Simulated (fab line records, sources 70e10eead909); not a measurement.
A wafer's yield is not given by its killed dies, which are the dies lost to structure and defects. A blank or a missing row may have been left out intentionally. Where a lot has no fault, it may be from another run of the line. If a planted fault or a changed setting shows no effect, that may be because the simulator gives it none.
What tool caused it? :: flow nand-harc :: 24 lots (72 wafers sampled), 1 step of a 1302-step route

== WHAT THE GAUGES SHOWED, per wafer ==
NHARC_A_WL_FILL_INSPECT_15.
lot: L075
measured: day 21 12:20
on: defect-inspect-01
raw-defect-count: 646 421 473

lot: L076
measured: day 21 22:02
on: defect-inspect-02
raw-defect-count: 389 466 824

lot: L077
measured: day 21 22:11
on: defect-inspect-01
raw-defect-count: 432 459 382

lot: L074
measured: day 21 22:11
on: defect-inspect-02
raw-defect-count: 444 390 563

lot: L078
measured: day 23 02:23
on: defect-inspect-01
raw-defect-count: 411 498 775

lot: L079
measured: day 23 18:34
on: defect-inspect-02
raw-defect-count: 397 411 508

lot: L080
measured: day 24 03:16
on: defect-inspect-02
raw-defect-count: 414 328 285

lot: L081
measured: day 24 07:04
on: defect-inspect-02
raw-defect-count: 489 427 458

lot: L083
measured: day 25 00:11
on: defect-inspect-01
raw-defect-count: 464 519 578

lot: L082
measured: day 25 04:50
on: defect-inspect-02
raw-defect-count: 542 589 427

lot: L085
measured: day 25 15:32
on: defect-inspect-02
raw-defect-count: 354 362 467

lot: L084
measured: day 25 15:34
on: defect-inspect-02
raw-defect-count: 613 582 488

lot: L087
measured: day 26 02:01
on: defect-inspect-02
raw-defect-count: 310 439 381

lot: L086
measured: day 26 08:17
on: defect-inspect-02
raw-defect-count: 444 401 347

lot: L088
measured: day 27 02:25
on: defect-inspect-02
raw-defect-count: 475 316 371

lot: L089
measured: day 27 02:30
on: defect-inspect-01
raw-defect-count: 417 453 395

lot: L091
measured: day 28 09:08
on: defect-inspect-02
raw-defect-count: 393 267 351

lot: L090
measured: day 28 09:20
on: defect-inspect-02
raw-defect-count: 425 603 544

lot: L094
measured: day 29 03:53
on: defect-inspect-01
raw-defect-count: 411 477 414

lot: L092
measured: day 29 03:54
on: defect-inspect-02
raw-defect-count: 384 430 763

lot: L093
measured: day 29 09:08
on: defect-inspect-01
raw-defect-count: 690 655 538

lot: L095
measured: day 30 08:14
on: defect-inspect-02
raw-defect-count: 585 611 392

lot: L096
measured: day 30 08:15
on: defect-inspect-01
raw-defect-count: 836 656 391

lot: L097
measured: day 30 18:44
on: defect-inspect-01
raw-defect-count: 471 489 515

== TOOL THAT RAN EACH LOT (tool first, then ch and the chambers of the sampled wafers, then the start) ==
No process step before these readings appears in the record.

== WHAT THE TOOLS THEMSELVES READ (means of the sampled wafers that have a number; where no wafer has one, the mark that the record gives instead) ==
The record holds no such reading with a usual standard deviation.

== THE ANSWER, worked out from the rows above alone ==
Rule: what is usual is taken from the lots themselves. Put in order of their means at a reading, lots are off if they are a third of the lots or fewer, leave a main group of 4 or more, and stand apart from it by a gap of 3 or more times the standard deviation of the main group's means; of several such gaps the widest counts. A main group is skipped when, at the precision printed for the reading in the tables above, its means are all equal. A lot without any number at a reading at which 4 lots or more have one is off too. Where the step has rows for the other lots, those lots are counted as sound. First the gauges in route order, then the tools' own readings, where a lot's mean is used as printed above. At the first step where some lot is off, the reading lying furthest off is the one used; lots without a number count as furthest.
None of the lots is off at any reading shown; this tells nothing.

== WHAT THE SIMULATOR HAD PUT IN ==
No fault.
